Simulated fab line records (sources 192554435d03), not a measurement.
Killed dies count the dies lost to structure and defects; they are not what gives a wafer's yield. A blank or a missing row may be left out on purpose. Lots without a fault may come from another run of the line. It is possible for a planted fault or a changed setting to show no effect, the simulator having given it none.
Split-lot trial | flow n5Finfet | 7 lots, 21 wafers read, on a route of 1938 steps

== SPLIT DETAILS ==
At N5_BEOL_M7_EXPOSE_08 (exposes mask M7), the setting doseMj was moved away from the recipe's 68.25 on 4 of the 21 wafers read, by -6.9% to +7.0%. For the rest of the wafers, this setting stayed at what the recipe calls for.

== FROM THE SPLIT TO THE READING: what the file shows between them, 23 steps ==
- N5_BEOL_M7_PEB_09: peb time 60 s
- N5_BEOL_M7_DEVELOP_10: develop time 30 s
- N5_BEOL_M7_CD_MEAS_11: target cd 38.5 nm
- N5_BEOL_M7_DESCUM_16: chemistry O2, time 7.9 s
- N5_BEOL_M7_ETCH_61: etches SiARC in CF4, target depth 45.5 nm, time 75.8 s
- N5_BEOL_M7_ETCH_62: etches SOC in N2/H2, target depth 110 nm, overetch 22 nm, time 165 s
- N5_BEOL_M7_STRIP_68: strips in N2/H2
- N5_BEOL_M7_STRIP_67: strips in CF4
- N5_BEOL_M7_HM_OPEN_17: chemistry Cl2/BCl3, target TiN, target depth 20 nm, overetch 6 nm
- N5_BEOL_M7_STRIP_19: strips in O2
- N5_BEOL_M7_CD_MEAS_18: pitch 80 nm, target cd 40 nm
- N5_BEOL_M7_COAT_71: time 60 s, resist thk 5 nm (also split here: spinRpm)
- N5_BEOL_M7_EXPOSE_25: exposes mask V6, target cd 40 nm (also split here: doseMj)
- N5_BEOL_M7_PEB_26: peb time 60 s
- N5_BEOL_M7_DEVELOP_27: develop time 30 s
- N5_BEOL_M7_CD_MEAS_28: target cd 40 nm
- N5_BEOL_M7_DESCUM_33: chemistry O2, time 7 s
- N5_BEOL_M7_ETCH_72: etches underlayer in N2/H2, target depth 6.5 nm, time 5.2 s
- N5_BEOL_M7_ETCH_65: etches SiARC in CF4, target depth 15.6 nm, time 26 s
- N5_BEOL_M7_ETCH_66: etches SOC in N2/H2, target depth 80 nm, overetch 16 nm, time 120 s
- N5_BEOL_M7_STRIP_69: strips in N2/H2
- N5_BEOL_M7_PRECLEAN_42: cleans in residue remover, time 60 s
- N5_BEOL_M7_SRD_43: time 30 s

== THE READING ==
Shown in nm: cdNm at N5_BEOL_M7_CD_MEAS_35, with target cd 40 nm. A value of 39.9 nm with a standard deviation of 0.48 nm is what fault-free wafers of this fab line usually give.

wafer  | tool, chamber at the split | doseMj as run | against the recipe | cdNm, nm | against lot-mates on the recipe
L078.1 | arfiScanner-03, 0          | 73.03         | +7.0%              | 44.0     | +4.2
L078.3 | arfiScanner-03, 0          | 68.25         | recipe             | 39.7     | -
L078.6 | arfiScanner-03, 0          | 68.25         | recipe             | 39.8     | -
L079.1 | arfiScanner-02, 0          | 68.25         | recipe             | 40.2     | -
L079.3 | arfiScanner-02, 0          | 68.25         | recipe             | 40.4     | -
L079.6 | arfiScanner-02, 0          | 68.25         | recipe             | 39.5     | -
L081.3 | arfiScanner-01, 0          | 63.54         | -6.9%              | 37.0     | -2.8
L081.5 | arfiScanner-01, 0          | 68.25         | recipe             | 40.3     | -
L081.6 | arfiScanner-01, 0          | 68.25         | recipe             | 39.4     | -
L088.1 | arfiScanner-03, 0          | 68.25         | recipe             | 39.4     | -
L088.3 | arfiScanner-03, 0          | 68.25         | recipe             | 39.2     | -
L088.4 | arfiScanner-03, 0          | 68.25         | recipe             | 39.4     | -
L090.2 | arfiScanner-02, 0          | 66.58         | -2.4%              | 38.6     | -1.6
L090.4 | arfiScanner-02, 0          | 68.25         | recipe             | 40.2     | -
L090.5 | arfiScanner-02, 0          | 66.58         | -2.4%              | 38.5     | -1.7
L092.1 | arfiScanner-03, 0          | 68.25         | recipe             | 40.1     | -
L092.3 | arfiScanner-03, 0          | 68.25         | recipe             | 39.3     | -
L092.5 | arfiScanner-03, 0          | 68.25         | recipe             | 39.4     | -
L095.1 | arfiScanner-01, 0          | 68.25         | recipe             | 39.3     | -
L095.3 | arfiScanner-01, 0          | 68.25         | recipe             | 39.5     | -
L095.6 | arfiScanner-01, 0          | 68.25         | recipe             | 39.8     | -

THE FIT
A straight line over all 21 wafers: cdNm changes by +0.504 nm for each +1% of doseMj; r = +0.94; the points scatter about the line by 0.44 nm.
The same after taking each lot's own level away (the mean of its wafers on the recipe; 21 wafers): +0.531 nm for each +1%; r = +0.96; scatter 0.37 nm.
That fit puts the effect of the largest move of doseMj on the reading at 3.7 nm.
The lots' own levels span 39.33 to 40.20 nm, that is 1.8 times the standard deviation above.
The two slopes are in agreement: the lot-to-lot level therefore moves the slope only a little.
Check: for one of the wafers moved furthest among these (+7.0%), held out of the fit, the line's prediction against its lot-mates is +3.17 nm. It came out at +4.25 nm against them.

== OTHER SPLITS APPLIED TO THESE WAFERS ==
Before the reading, these wafers also passed through other splits. Each is held against what the fit with the lots' levels taken away leaves over:
other split on the same wafers | wafers away from the commonest value | r with cdNm (lot level and that fit taken away)
N5_BEOL_M7_COAT_71 spinRpm     | 7                                    | +0.36
N5_BEOL_M7_EXPOSE_25 doseMj    | 6                                    | -0.01

== THE WHOLE CHAIN: every reading that the file lists as answering this split, in the file's order ==
step                  | what it does                                                         | reading                                                             | change (the file's fit)               | r (the file's)
N5_BEOL_M7_CD_MEAS_11 | target cd 38.5 nm                                                    | cdNm                                                                | +0.457 nm for each +1% of the setting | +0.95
N5_BEOL_M7_ETCH_61    | etches SiARC in CF4, target depth 45.5 nm, time 75.8 s               | BEOL_M7.cdOffsetNm (the simulator's own value, which no gauge read) | +0.49 nm for each +1% of the setting  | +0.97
N5_BEOL_M7_ETCH_62    | etches SOC in N2/H2, target depth 110 nm, overetch 22 nm, time 165 s | BEOL_M7.cdOffsetNm (the simulator's own value, which no gauge read) | +0.474 nm for each +1% of the setting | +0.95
N5_BEOL_M7_HM_OPEN_17 | chemistry Cl2/BCl3, target TiN, target depth 20 nm, overetch 6 nm    | BEOL_M7.cdOffsetNm (the simulator's own value, which no gauge read) | +0.476 nm for each +1% of the setting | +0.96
N5_BEOL_M7_CD_MEAS_18 | pitch 80 nm, target cd 40 nm                                         | cdNm                                                                | +0.481 nm for each +1% of the setting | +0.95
N5_BEOL_M7_CD_MEAS_35 | target cd 40 nm                                                      | cdNm                                                                | +0.527 nm for each +1% of the setting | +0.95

== THE FILE'S OWN FIT ==
cdNm changes by +0.527 nm for each +1% of doseMj, r = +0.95.
